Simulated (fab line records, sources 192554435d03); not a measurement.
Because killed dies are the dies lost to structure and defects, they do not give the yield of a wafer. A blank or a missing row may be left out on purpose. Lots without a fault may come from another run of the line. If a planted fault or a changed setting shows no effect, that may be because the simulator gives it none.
fab line records	flow n5-finfet	part 1 of 2: steps 1 to 4 of 6
record: lots: 23	wafers: 69	last-day: 18
route steps=1938 shown BEOL_M8@1335 BEOL_M9@1434
lots that met no fault: taken from a fault-free run of the same line
start-h: hours from the record's opening day to when the first of the lot's shown wafers began	wait-h: hours from the lot's prior step to this one	" the same as in the row above	L1.1+2: a single row standing in for several wafers	- no value, or no start given	* or withheld: withheld	< > ~ a bound
route shown NAME@n: a module of which the file shows steps, and the number in the route of the first	usual: mean and standard deviation over wafers with no fault	same: alike in all rows	chamber/n: place in a boat	sites: each site's reading	_std_site: their standard deviation	_edge_site: inner sites' mean taken away from outer sites' mean	radius-mm: for every site, how far away it sits from the centre of the wafer	mask NAME#n: copy n	behind: the last tool/chamber to shape the wafer	hold: why the lot went on hold/how many hours it stayed there/how the hold came to an end	device: the transistor (n, p or np) that didn't switch	end of line: the route-end tests of the same wafers	a step with no rows: only its recipe	killed: dies that structure and defects cost at the first sort, which is not the same as the wafer's yield	map: the dies of a wafer, with x for killed, . for not killed, _ for no die there
set.NAME: the run value of the setting; set.NAME@STEP: its run value at that earlier step	model.NAME: the simulator's own value behind a step, which no gauge read
the route's steps for a sample of lots (tables are steps, rows are wafers)
services: from which hour (start-h, from the record's first day; less than 0 if before it) a tool's chamber was out of use, for how many hours, and why
== steps ==
step: N5_BEOL_M8_PECVD_70
recipe: material: SiO2	target-thk-a: 200	temp-c: 400	precursor: TEOS/O2	pressure-torr: 5.5	rf-w: 450	teos-flow-sccm: 53.8	gas: O2	flow-sccm: 3000	time-s: 22.7
usual: heater-power-w: 734/120	showerhead-plenum-p-Torr: 8.80/0.047	showerhead-vpp-V: 1315/58	throttle-valve-pct: 21.9/0.87
lot.wafer	tool	chamber	start-h	wait-h	heater-power-w	showerhead-plenum-p-Torr	showerhead-vpp-V	throttle-valve-pct
L074.4	pecvd-03	2	209.11	0.1	940	8.88	1264	21.0
L074.5	"	1	"	"	680	8.79	1348	23.1
L074.6	"	0	"	"	523	8.86	1451	20.9
L075.2	pecvd-03	0	215.07	0.0	611	8.82	1435	21.0
L075.4	"	0	"	"	610	8.84	1435	20.8
L075.6	"	1	"	"	689	8.81	1380	23.1
L077.1	pecvd-04	2	216.35	0.0	517	8.74	1362	21.7
L077.2	"	1	"	"	729	8.79	1323	22.6
L077.5	"	2	"	"	518	8.72	1363	21.6
L076.2	pecvd-02	1	218.09	0.0	751	8.80	1277	22.6
L076.3	"	2	"	"	780	8.79	1238	20.0
L076.5	"	2	"	"	776	8.80	1244	20.3
L078.2	pecvd-04	1	243.55	0.0	694	8.82	1323	22.6
L078.5	"	1	"	"	674	8.82	1337	22.6
L078.6	"	0	"	"	734	8.75	1273	22.1
L079.3	pecvd-02	2	244.44	0.0	699	8.80	1208	20.4
L079.4	"	2	"	"	696	8.79	1210	20.4
L079.5	"	1	"	"	856	8.78	1275	23.0
L080.2	pecvd-04	2	254.21	0.0	596	8.74	1353	21.8
L080.5	"	1	"	"	673	8.79	1332	22.7
L080.6	"	0	"	"	707	8.74	1301	22.4
L081.2	pecvd-02	1	254.33	0.0	775	8.81	1259	22.8
L081.4	"	0	"	"	772	8.80	1348	22.0
L081.5	"	1	"	"	797	8.78	1256	22.5
L082.1	pecvd-03	0	255.70	0.0	567	8.87	1433	20.7
L082.3	"	1	"	"	638	8.80	1352	23.1
L082.5	"	1	"	"	626	8.80	1339	22.9
L085.1	pecvd-03	0	268.75	0.0	627	8.85	1440	20.6
L085.2	"	1	"	"	642	8.78	1378	23.0
L085.6	"	2	"	"	987	8.87	1291	20.7
L083.1	pecvd-03	2	273.23	0.0	947	8.89	1268	21.0
L083.3	"	2	"	"	952	8.89	1283	21.0
L083.4	"	1	"	"	610	8.80	1367	23.3
L087.3	pecvd-04	1	276.16	0.0	633	8.81	1343	22.7
L087.4	"	1	"	"	619	8.83	1318	22.6
L087.5	"	2	"	"	522	8.71	1350	21.9
L086.3	pecvd-03	0	279.35	0.0	620	8.86	1457	20.9
L086.4	"	0	"	"	625	8.85	1430	20.7
L086.5	"	2	"	"	860	8.88	1272	21.1
L088.2	pecvd-02	2	285.59	0.0	810	8.81	1227	20.2
L088.4	"	2	"	"	828	8.75	1253	20.4
L088.5	"	0	"	"	757	8.78	1368	22.2
L089.2	pecvd-02	0	291.16	0.0	845	8.79	1352	21.9
L089.3	"	2	"	"	811	8.80	1213	20.6
L089.5	"	2	"	"	804	8.79	1215	20.3
L090.3	pecvd-02	1	310.36	0.0	778	8.78	1261	22.8
L090.4	"	1	"	"	783	8.82	1260	23.1
L090.5	"	2	"	"	800	8.81	1210	20.6
L092.1	pecvd-04	0	317.01	0.0	677	8.74	1273	22.6
L092.2	"	2	"	"	581	8.75	1333	21.8
L092.3	"	1	"	"	630	8.77	1336	22.6
L091.1	pecvd-04	0	317.05	0.0	748	8.77	1264	22.0
L091.2	"	2	"	"	582	8.75	1340	21.9
L091.3	"	1	"	"	719	8.81	1333	22.9
L093.2	pecvd-02	2	327.70	0.0	740	8.79	1220	20.5
L093.3	"	1	"	"	794	8.80	1278	22.8
L093.4	"	2	"	"	738	8.78	1229	20.6
L094.1	pecvd-04	2	334.48	0.0	522	8.75	1337	22.1
L094.5	"	0	"	"	705	8.73	1276	22.5
L094.6	"	2	"	"	517	8.75	1330	22.1
L097.2	pecvd-03	2	343.23	0.1	874	8.88	1293	21.3
L097.4	"	2	"	"	875	8.88	1287	21.4
L097.5	"	2	"	"	892	8.90	1265	21.3
L096.1	pecvd-02	2	346.78	0.0	785	8.77	1238	20.6
L096.2	"	0	"	"	860	8.80	1376	22.1
L096.4	"	2	"	"	811	8.77	1235	20.7
L095.2	pecvd-03	1	346.94	0.0	667	8.81	1386	23.0
L095.3	"	1	"	"	682	8.81	1392	22.9
L095.4	"	2	"	"	903	8.87	1264	21.2
step: N5_BEOL_M8_CD_MEAS_28
recipe: target-cd-nm: 40	landing-energy-ev: 500	detector: se-inlens
usual: cd-nm: 40.01/0.23
lot.wafer	tool	chamber	start-h	wait-h	cd-nm
L074.4	cd-sem-01	0	211.91	-	39.82
L074.5	"	0	"	"	39.87
L074.6	"	0	"	"	40.21
L075.2	cd-sem-01	0	218.05	-	40.29
L075.4	"	0	"	"	39.86
L075.6	"	0	"	"	39.97
L077.1	cd-sem-02	0	219.01	-	40.11
L077.2	"	0	"	"	39.94
L077.5	"	0	"	"	39.98
L076.2	cd-sem-01	0	222.47	-	39.76
L076.3	"	0	"	"	39.88
L076.5	"	0	"	"	39.70
L079.3	cd-sem-02	0	248.49	-	39.75
L079.4	"	0	"	"	40.09
L079.5	"	0	"	"	39.67
L078.2	cd-sem-01	0	248.53	-	40.09
L078.5	"	0	"	"	39.86
L078.6	"	0	"	"	39.79
L082.1	cd-sem-01	0	261.43	-	40.04
L082.3	"	0	"	"	40.08
L082.5	"	0	"	"	40.06
L080.2	cd-sem-02	0	261.48	-	40.05
L080.5	"	0	"	"	40.22
L080.6	"	0	"	"	40.04
L081.2	cd-sem-02	0	262.34	-	40.39
L081.4	"	0	"	"	40.30
L081.5	"	0	"	"	40.17
L085.1	cd-sem-01	0	271.11	-	39.88
L085.2	"	0	"	"	40.44
L085.6	"	0	"	"	39.86
L083.1	cd-sem-02	0	276.81	-	40.22
L083.3	"	0	"	"	40.17
L083.4	"	0	"	"	39.85
L087.3	cd-sem-01	0	280.82	-	40.05
L087.4	"	0	"	"	40.20
L087.5	"	0	"	"	40.07
L086.3	cd-sem-03	0	282.58	-	40.12
L086.4	"	0	"	"	40.28
L086.5	"	0	"	"	39.76
L088.2	cd-sem-02	0	292.23	-	39.29
L088.4	"	0	"	"	39.92
L088.5	"	0	"	"	39.77
L089.2	cd-sem-01	0	298.27	-	39.89
L089.3	"	0	"	"	40.26
L089.5	"	0	"	"	40.18
L090.3	cd-sem-02	0	312.82	-	40.06
L090.4	"	0	"	"	39.98
L090.5	"	0	"	"	39.60
L092.1	cd-sem-03	0	322.64	-	39.79
L092.2	"	0	"	"	40.21
L092.3	"	0	"	"	39.82
L091.1	cd-sem-03	0	322.81	-	40.34
L091.2	"	0	"	"	39.78
L091.3	"	0	"	"	39.80
L093.2	cd-sem-03	0	331.19	-	40.51
L093.3	"	0	"	"	40.10
L093.4	"	0	"	"	40.30
L094.1	cd-sem-03	0	338.52	-	39.82
L094.5	"	0	"	"	40.13
L094.6	"	0	"	"	40.13
L097.2	cd-sem-01	0	349.43	-	40.27
L097.4	"	0	"	"	40.28
L097.5	"	0	"	"	39.94
L096.1	cd-sem-03	0	353.74	-	39.93
L096.2	"	0	"	"	39.65
L096.4	"	0	"	"	39.49
L095.2	cd-sem-03	0	353.91	-	40.12
L095.3	"	0	"	"	40.19
L095.4	"	0	"	"	39.57
step: N5_BEOL_M8_DESCUM_33
recipe: chemistry: O2	time-s: 7	source-power-w: 50	bias-power-w: 20	pressure-mtorr: 20	rf-frequency-hz: 2.712e+07	temp-c: 40	resist: CAR-EUV	o2-flow-sccm: 225
usual: chamber-pressure-mTorr: 20.000/0.018	drypump-motor-current-A: 5.6/0.51	oes-product-au: 0.78/0.052	rf-vpp-V: 243.0/1.3	showerhead-plenum-p-Torr: 2.08/0.062	throttle-valve-pct: 20.45/0.23
lot.wafer	tool	chamber	start-h	wait-h	chamber-pressure-mTorr	drypump-motor-current-A	oes-product-au	rf-hours-counter-h	rf-vpp-V	showerhead-plenum-p-Torr	throttle-valve-pct
L074.4	rie-diel-06	3	212.02	0.0	19.992	6.6	0.78	102	243.3	2.12	20.64
L074.5	"	0	"	"	20.022	6.2	0.85	-	242.5	2.03	20.44
L074.6	"	1	"	"	19.983	4.8	0.73	-	241.6	2.02	20.75
L075.2	rie-diel-02	0	218.17	0.0	19.990	5.4	0.71	167	243.1	2.07	20.50
L075.4	"	1	"	"	20.010	5.0	0.84	51	241.0	2.03	20.38
L075.6	"	0	"	"	20.004	5.4	0.72	-	242.3	2.07	20.49
L077.1	rie-diel-06	2	219.13	0.0	19.982	5.4	0.80	108	243.4	2.01	20.32
L077.2	"	0	"	"	20.014	6.2	0.85	49	241.8	2.03	20.44
L077.5	"	1	"	"	19.999	4.9	0.72	-	242.0	2.02	20.75
L076.2	rie-diel-03	1	222.72	0.2	20.016	6.1	0.87	56	244.6	2.13	20.21
L076.3	"	0	"	"	19.991	5.5	0.83	87	244.5	2.21	19.98
L076.5	"	1	"	"	19.990	6.1	0.88	-	243.5	2.13	20.20
L079.3	rie-diel-06	0	248.61	0.0	19.985	6.2	0.85	60	242.5	2.03	20.47
L079.4	"	3	"	"	19.972	6.6	0.77	113	243.5	2.11	20.65
L079.5	"	2	"	"	20.013	5.4	0.79	-	242.8	2.01	20.36
L078.2	rie-diel-03	3	248.97	0.3	20.017	6.0	0.74	156	242.5	2.08	20.18
L078.5	"	0	"	"	19.992	5.4	0.81	-	245.2	2.21	20.01
L078.6	"	3	"	"	19.957	6.0	0.74	-	243.8	2.08	20.17
L082.1	rie-diel-02	1	261.83	0.3	19.967	5.0	0.83	68	242.9	2.03	20.40
L082.3	"	2	"	"	20.024	5.1	0.85	57	242.5	2.03	20.66
L082.5	"	1	"	"	20.026	5.0	0.82	-	243.2	2.03	20.40
L080.2	rie-diel-02	1	262.36	0.8	19.948	5.0	0.82	68	242.8	2.03	20.40
L080.5	"	0	"	"	20.030	5.4	0.70	-	242.7	2.06	20.53
L080.6	"	3	"	"	20.020	5.4	0.75	-	245.7	2.19	20.64
L081.2	rie-diel-06	3	262.73	0.3	20.005	6.6	0.76	118	243.7	2.11	20.66
L081.4	"	0	"	"	19.996	6.2	0.82	65	242.8	2.02	20.46
L081.5	"	1	"	"	19.992	4.9	0.71	-	241.4	2.02	20.77
L085.1	rie-diel-02	0	271.23	0.0	20.013	5.4	0.70	187	242.1	2.06	20.53
L085.2	"	1	"	"	20.012	5.0	0.82	71	243.0	2.03	20.42
L085.6	"	1	"	"	20.000	5.0	0.82	-	241.6	2.03	20.41
L083.1	rie-diel-02	2	276.93	0.0	20.016	5.1	0.85	63	242.6	2.03	20.67
L083.3	"	3	"	"	20.024	5.4	0.75	180	244.9	2.19	20.64
L083.4	"	0	"	"	19.979	5.4	0.70	189	243.3	2.06	20.52
L087.3	rie-diel-02	2	281.21	0.3	19.980	5.1	0.84	65	243.1	2.03	20.66
L087.4	"	1	"	"	20.003	5.0	0.81	76	241.8	2.02	20.42
L087.5	"	2	"	"	20.006	5.1	0.85	-	242.7	2.03	20.67
L086.3	rie-diel-06	3	282.70	0.0	19.997	6.6	0.75	124	244.8	2.11	20.68
L086.4	"	1	"	"	19.996	4.8	0.70	-	241.8	2.01	20.79
L086.5	"	0	"	"	20.000	6.3	0.82	-	242.4	2.02	20.49
L088.2	rie-diel-03	2	292.35	0.0	19.988	5.6	0.82	69	244.0	2.12	20.07
L088.4	"	1	"	"	19.999	6.1	0.84	80	244.1	2.13	20.25
L088.5	"	1	"	"	20.017	6.2	0.84	-	243.7	2.12	20.24
L089.2	rie-diel-02	0	298.39	0.0	20.007	5.4	0.69	197	242.8	2.06	20.55
L089.3	"	2	"	"	20.021	5.1	0.82	71	241.3	2.03	20.67
L089.5	"	2	"	"	19.984	5.1	0.83	-	243.0	2.03	20.68
L090.3	rie-diel-02	1	313.47	0.6	20.001	5.0	0.79	87	242.0	2.02	20.44
L090.4	"	3	"	"	19.988	5.4	0.74	192	243.2	2.18	20.67
L090.5	"	3	"	"	20.014	5.4	0.74	-	243.2	2.18	20.65
L092.1	rie-diel-02	2	322.79	0.1	19.991	5.1	0.83	79	242.7	2.03	20.67
L092.2	"	0	"	"	19.980	5.4	0.69	205	242.9	2.06	20.56
L092.3	"	3	"	"	20.007	5.4	0.73	195	244.7	2.18	20.66
L091.1	rie-diel-06	2	323.13	0.2	19.989	5.4	0.76	143	243.0	2.00	20.40
L091.2	"	3	"	"	20.036	6.6	0.74	137	243.6	2.10	20.70
L091.3	"	0	"	"	20.021	6.2	0.80	85	241.9	2.02	20.49
L093.2	rie-diel-06	1	331.94	0.7	20.032	4.8	0.69	216	241.6	2.01	20.81
L093.3	"	0	"	"	19.981	6.2	0.80	88	242.8	2.02	20.53
L093.4	"	2	"	"	20.009	5.5	0.75	146	241.7	2.00	20.41
L094.1	rie-diel-03	0	338.96	0.4	20.021	5.4	0.78	128	244.0	2.20	20.05
L094.5	"	3	"	"	19.986	6.0	0.72	-	242.9	2.07	20.21
L094.6	"	2	"	"	19.991	5.6	0.80	-	243.6	2.11	20.09
L097.2	rie-diel-06	3	349.55	0.0	20.017	6.6	0.74	145	243.3	2.10	20.71
L097.4	"	2	"	"	20.015	5.4	0.75	152	242.9	2.00	20.43
L097.5	"	3	"	"	19.991	6.6	0.75	-	243.3	2.10	20.70
L096.1	rie-diel-03	1	354.21	0.4	19.969	6.1	0.81	102	243.5	2.12	20.26
L096.2	"	3	"	"	20.005	6.0	0.71	190	244.3	2.07	20.19
L096.4	"	2	"	"	19.992	5.6	0.79	91	244.6	2.11	20.10
L095.2	rie-diel-03	1	354.61	0.6	20.007	6.1	0.81	102	243.4	2.12	20.27
L095.3	"	0	"	"	19.995	5.5	0.77	133	244.2	2.19	20.06
L095.4	"	3	"	"	20.028	6.0	0.71	190	242.4	2.07	20.21
step: N5_BEOL_M8_STRIP_36
recipe: chemistry: N2/H2	power-w: 450	temp-c: 40	pressure-mtorr: 20	rf-frequency-hz: 6e+07	overash-fraction: 0.3	bias-power-w: 7	h2-frac: 0.5	n2-flow-sccm: 200	h2-flow-sccm: 200
usual: chamber-pressure-mTorr: 20.00/0.031	drypump-motor-current-A: 5.6/0.51	oes-product-au: 0.78/0.054	rf-vpp-V: 59.2/1.5	showerhead-plenum-p-Torr: 2.52/0.073	throttle-valve-pct: 23.6/0.36
same: overash-fraction: 0.3
lot.wafer	tool	chamber	start-h	wait-h	chamber-pressure-mTorr	drypump-motor-current-A	oes-product-au	rf-hours-counter-h	rf-vpp-V	showerhead-plenum-p-Torr	throttle-valve-pct
L074.4	rie-diel-06	3	212.26	0.0	19.94	6.6	0.78	102	59.4	2.57	24.1
L074.5	"	0	"	"	20.01	6.2	0.85	-	59.0	2.47	23.6
L074.6	"	1	"	"	19.96	4.9	0.72	-	60.5	2.41	23.6
L075.2	rie-diel-02	0	218.41	0.0	20.01	5.4	0.71	167	58.4	2.53	23.8
L075.4	"	1	"	"	20.03	5.1	0.84	52	60.2	2.48	23.7
L075.6	"	0	"	"	19.98	5.4	0.71	-	57.9	2.53	23.8
L077.1	rie-diel-06	2	219.36	0.0	20.03	5.4	0.78	108	58.6	2.45	23.3
L077.2	"	0	"	"	20.03	6.2	0.85	49	58.4	2.47	23.6
L077.5	"	1	"	"	19.96	4.8	0.72	-	60.7	2.41	23.6
L076.2	rie-diel-03	1	222.95	0.0	20.00	6.1	0.87	56	60.0	2.58	23.3
L076.3	"	0	"	"	20.03	5.4	0.82	87	58.6	2.67	22.9
L076.5	"	1	"	"	20.01	6.2	0.87	-	61.1	2.58	23.3
L079.3	rie-diel-06	0	248.84	0.0	20.06	6.2	0.83	60	57.3	2.47	23.5
L079.4	"	3	"	"	20.01	6.6	0.77	113	61.0	2.56	24.1
L079.5	"	2	"	"	19.99	5.4	0.78	-	61.4	2.44	23.4
L078.2	rie-diel-03	3	249.20	0.0	19.95	6.0	0.74	156	59.2	2.53	23.7
L078.5	"	0	"	"	19.95	5.5	0.83	-	57.1	2.67	23.0
L078.6	"	3	"	"	20.00	6.0	0.75	-	59.9	2.53	23.7
L082.1	rie-diel-02	1	262.07	0.0	19.98	5.0	0.82	68	59.0	2.47	23.7
L082.3	"	2	"	"	20.00	5.1	0.85	57	59.2	2.48	24.2
L082.5	"	1	"	"	20.02	5.1	0.84	-	58.3	2.47	23.7
L080.2	rie-diel-02	1	262.60	0.0	19.94	5.1	0.82	68	60.3	2.47	23.8
L080.5	"	0	"	"	20.01	5.4	0.69	-	59.6	2.52	23.9
L080.6	"	3	"	"	19.95	5.4	0.76	-	57.5	2.63	23.5
L081.2	rie-diel-06	3	262.97	0.0	19.99	6.6	0.76	118	59.8	2.56	24.1
L081.4	"	0	"	"	19.99	6.2	0.83	65	60.4	2.47	23.6
L081.5	"	1	"	"	20.00	4.9	0.72	-	59.2	2.40	23.6
L085.1	rie-diel-02	0	271.46	0.0	20.05	5.4	0.69	187	61.5	2.52	23.8
L085.2	"	1	"	"	20.00	5.1	0.82	71	59.4	2.47	23.8
L085.6	"	1	"	"	20.03	5.1	0.83	-	60.9	2.47	23.8
L083.1	rie-diel-02	2	277.16	0.0	20.01	5.1	0.84	63	57.6	2.48	24.3
L083.3	"	3	"	"	20.01	5.4	0.74	180	60.0	2.63	23.5
L083.4	"	0	"	"	19.98	5.4	0.70	189	57.8	2.52	23.9
L087.3	rie-diel-02	2	281.45	0.0	19.99	5.1	0.84	65	56.3	2.48	24.3
L087.4	"	1	"	"	19.98	5.1	0.81	76	61.5	2.47	23.7
L087.5	"	2	"	"	19.98	5.1	0.84	-	59.6	2.48	24.3
L086.3	rie-diel-06	3	282.93	0.0	20.03	6.6	0.75	125	59.7	2.56	24.1
L086.4	"	1	"	"	20.01	4.8	0.71	-	55.9	2.40	23.6
L086.5	"	0	"	"	20.00	6.2	0.84	-	58.2	2.46	23.6
L088.2	rie-diel-03	2	292.58	0.0	19.96	5.6	0.81	69	57.6	2.56	23.0
L088.4	"	1	"	"	20.05	6.1	0.83	80	59.1	2.57	23.4
L088.5	"	1	"	"	19.97	6.1	0.84	-	59.4	2.57	23.4
L089.2	rie-diel-02	0	298.63	0.0	20.02	5.4	0.68	197	60.2	2.52	23.9
L089.3	"	2	"	"	20.05	5.1	0.84	71	61.1	2.47	24.3
L089.5	"	2	"	"	19.98	5.1	0.84	-	59.9	2.47	24.3
L090.3	rie-diel-02	1	313.70	0.0	20.00	5.1	0.79	87	56.1	2.46	23.7
L090.4	"	3	"	"	20.03	5.4	0.72	192	57.7	2.63	23.5
L090.5	"	3	"	"	20.03	5.4	0.73	-	62.1	2.63	23.5
L092.1	rie-diel-02	2	323.02	0.0	20.01	5.1	0.83	79	56.2	2.47	24.3
L092.2	"	0	"	"	19.98	5.4	0.68	205	59.1	2.51	23.9
L092.3	"	3	"	"	19.98	5.4	0.74	195	62.0	2.63	23.5
L091.1	rie-diel-06	2	323.36	0.0	19.98	5.4	0.77	143	58.9	2.43	23.4
L091.2	"	3	"	"	20.04	6.6	0.76	137	59.0	2.55	24.1
L091.3	"	0	"	"	19.98	6.2	0.81	85	58.4	2.46	23.6
L093.2	rie-diel-06	1	332.18	0.0	20.02	4.9	0.70	216	58.3	2.39	23.7
L093.3	"	0	"	"	20.00	6.2	0.81	88	60.5	2.45	23.6
L093.4	"	2	"	"	19.99	5.4	0.75	146	57.6	2.43	23.4
L094.1	rie-diel-03	0	339.19	0.0	19.98	5.5	0.78	128	59.6	2.65	23.0
L094.5	"	3	"	"	20.00	6.0	0.72	-	61.6	2.52	23.8
L094.6	"	2	"	"	20.02	5.6	0.81	-	56.8	2.55	23.0
L097.2	rie-diel-06	3	349.79	0.0	19.95	6.6	0.74	145	58.6	2.55	24.1
L097.4	"	2	"	"	20.02	5.4	0.75	152	57.7	2.43	23.4
L097.5	"	3	"	"	19.94	6.6	0.74	-	63.6	2.55	24.1
L096.1	rie-diel-03	1	354.44	0.0	19.99	6.1	0.81	102	58.0	2.56	23.4
L096.2	"	3	"	"	20.01	6.0	0.71	190	61.0	2.52	23.8
L096.4	"	2	"	"	19.98	5.6	0.79	91	58.6	2.55	23.0
L095.2	rie-diel-03	1	354.84	0.0	20.01	6.2	0.81	102	58.9	2.56	23.5
L095.3	"	0	"	"	20.02	5.5	0.77	134	63.9	2.65	23.0
L095.4	"	3	"	"	19.99	6.0	0.71	191	59.3	2.51	23.8
